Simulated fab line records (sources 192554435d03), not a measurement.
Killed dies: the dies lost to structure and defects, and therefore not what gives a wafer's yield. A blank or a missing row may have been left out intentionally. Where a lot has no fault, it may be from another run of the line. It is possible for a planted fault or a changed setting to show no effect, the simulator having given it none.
A struck lot beside a sound one + flow n5_finfet + 21 out of 1938 route steps
Sound: the wafers L364.2, L364.4, L364.5. Wafers struck: L378.2, L378.4, L378.5. The cause is given at the end.
For every step that has rows: the tool of each side, followed by ch and its chambers, followed by its first start. Under that, the readings that differ: sound wafers + struck wafers + difference of the means + sigmas: that difference in standard deviations of wafers without a fault.
alike: readings whose means differ by less than 2 such deviations, and words and numbers that are the same on both sides. not compared: withheld readings, readings that some wafer has no value for, bounds like >300 that may hide the same value, and numbers for which the record gives no deviation and whose values overlap.
A row with sigmas, a row that says differs or no value, or rows on one side alone: a step with any of these is where the two part. Non-overlapping numbers with no deviation appear without sigmas and do not part them. Lack of a reading on every wafer of one side parts them only where that side has two or more wafers.

first, 9 steps without rows for these wafers: N5_BEOL_M0_CUTY_EBR_52; N5_BEOL_M0_CUTY_SOFTBAKE_53 (time 60 s); N5_BEOL_M0_CUTY_EXPOSE_54 (exposes mask M0 ABLK); N5_BEOL_M0_CUTY_PEB_55 (peb time 60 s); N5_BEOL_M0_CUTY_DEVELOP_56 (develop time 30 s); N5_BEOL_M0_CUTY_DESCUM_61 (chemistry O2, time 7.9 s); N5_BEOL_M0_CUTY_ETCH_62 (etches SiARC in CF4, time 58.5 s); N5_BEOL_M0_CUTY_ETCH_63 (etches SOC in N2/H2, target depth 82.7 nm, overetch 16.5 nm, time 124 s); N5_BEOL_M0_CUTY_STRIP_64 (strips in N2/H2).
N5_BEOL_M0_ETCH_138: etches SiCN in CH3F/O2, target depth 12 nm, time 31.6 s.
  sound on rie_diel-04 ch 1,3, day 5 21:19; struck on rie_diel-04 ch 1,2,3, day 9 11:04
  no value came back on the struck wafers for any of 9 readings (CH3F_flow_sccm (sccm), O2_flow_sccm (sccm) and others); on the sound wafers CH3F_flow_sccm (sccm) reads 30.00 30.05 30.07
| reading                                               | sound       | struck      | difference | sigmas |
|-------------------------------------------------------|-------------|-------------|------------|--------|
| model.SiO2_of_BEOL_M0_SAQP_SPACER2_ALD_26.thk_nm (nm) | 5.4 5.2 5.4 | 7.2 7.2 7.4 | +1.9       |        |
  not compared: rf_hours_counter_h
N5_BEOL_M0_HM_OPEN_105: chemistry Cl2/BCl3, target TiN, target depth 12 nm.
  sound on rie_metal-01 ch 0,1, day 5 22:04; struck on rie_metal-03 ch 0,1, day 9 13:02
| reading                                               | sound          | struck         | difference | sigmas |
|-------------------------------------------------------|----------------|----------------|------------|--------|
| oes_product_au (a.u.)                                 | 0.58 0.62 0.62 | 0.82 0.91 0.91 | +0.27      | +2     |
| throttle_valve_pct (%)                                | 22.4 22.5 22.5 | 21.9 21.7 21.7 | -0.7       | -2     |
| model.SiO2_of_BEOL_M0_SAQP_SPACER2_ALD_26.thk_nm (nm) | 3.2 2.8 3      | 4.6 4.6 4.8    | +1.7       |        |
  alike: drypump_motor_current_A, rf_fwd_power_W
  not compared: rf_hours_counter_h
then, 3 steps without rows for these wafers: N5_BEOL_M0_STRIP_140 (strips in CF4); N5_BEOL_M0_STRIP_104 (strips in N2/H2); N5_BEOL_M0_WET_ETCH_106 (etches SiO2 in DHF, target depth 130 nm, rinse time 30 s).
N5_BEOL_M0_ETCH_128: etches SiCN in CF4/N2, target depth 12 nm, overetch 5.1 nm, time 21.4 s.
  sound on rie_diel-01 ch 0,1,2, day 5 22:32; struck on rie_diel-04 ch 1,2,3, day 9 13:35
| reading               | sound          | struck         | difference | sigmas |
|-----------------------|----------------|----------------|------------|--------|
| oes_product_au (a.u.) | 0.49 0.53 0.64 | 0.27 0.26 0.35 | -0.26      | -5     |
  alike: bias_w, cf4_flow_sccm, drypump_motor_current_A, rf_fwd_power_W, rf_vpp_V, showerhead_plenum_p_Torr, throttle_valve_pct
  not compared: rf_hours_counter_h
then, 2 steps without rows for these wafers: N5_BEOL_M0_TRENCH_ETCH_107 (etches SiOC in C4F6/O2, target depth 32.8 nm, time 16.4 s); N5_BEOL_M0_STRIP_142 (strips in N2/H2, time 10 s).
N5_BEOL_M0_OCD_MEAS_108:
  struck on ocd-02, day 9 13:44; sound on ocd-02, day 5 22:41
| reading              | sound          | struck  | difference | sigmas |
|----------------------|----------------|---------|------------|--------|
| trench_depth_nm (nm) | 32.0 32.6 33.8 | 0 0 0.2 | -33        | -47    |
then, 1 step without rows for these wafers: N5_BEOL_M0_HM_STRIP_129 (strips TiN in peroxide tin strip, target depth 17 nm, time 108 s).
N5_BEOL_M4_RC_MEAS_101:
  the record has rows for the sound wafers here (prober-01 ch 0, day 9 18:02) and none for the struck ones
-- the record jumps here: 9 days lie between the struck wafers' starts before and after (it left off in module BEOL_M4 and takes up again in module PASSIVATION, whose first step shown is number 1936 of the route) --
N5_PASSIVATION_PROBE_49:
  struck on prober-02, day 18 19:35; sound on prober-02, day 13 19:10
| reading                  | sound          | struck         | difference | sigmas |
|--------------------------|----------------|----------------|------------|--------|
| defect_limited_yield (%) | 91.7 90.2 89.5 | 0 0 0          | -90        | -65    |
| killed_at_M0_to_M3       | 43 52 55       | 1117 1113 1095 | +1058      | +96    |
| killed_dies              | 98 116 124     | 1180 1180 1180 | +1067      | +63    |
| killed_on_rim            | 9 15 17        | 152 152 152    | +138       | +35    |
| sort_bin_5_function (%)  | 5.0 5.7 6.6    | 97.5 96.0 95.8 | +90.7      | +93    |
| sort_n_pass              | 1082 1064 1056 | 0 0 0          | -1067      | -63    |
| sort_yield_pct (%)       | 91.7 90.2 89.5 | 0 0 0          | -90        | -65    |
  alike: killed_at_M4_up, killed_at_contacts, killed_at_front_end, killed_at_other, killed_open, killed_short, sort_bin_6_memory

== WHERE THEY PART ==
At N5_BEOL_M0_ETCH_138 first; at N5_PASSIVATION_PROBE_49 last (within this record only).

WHY: the cause the simulator had injected
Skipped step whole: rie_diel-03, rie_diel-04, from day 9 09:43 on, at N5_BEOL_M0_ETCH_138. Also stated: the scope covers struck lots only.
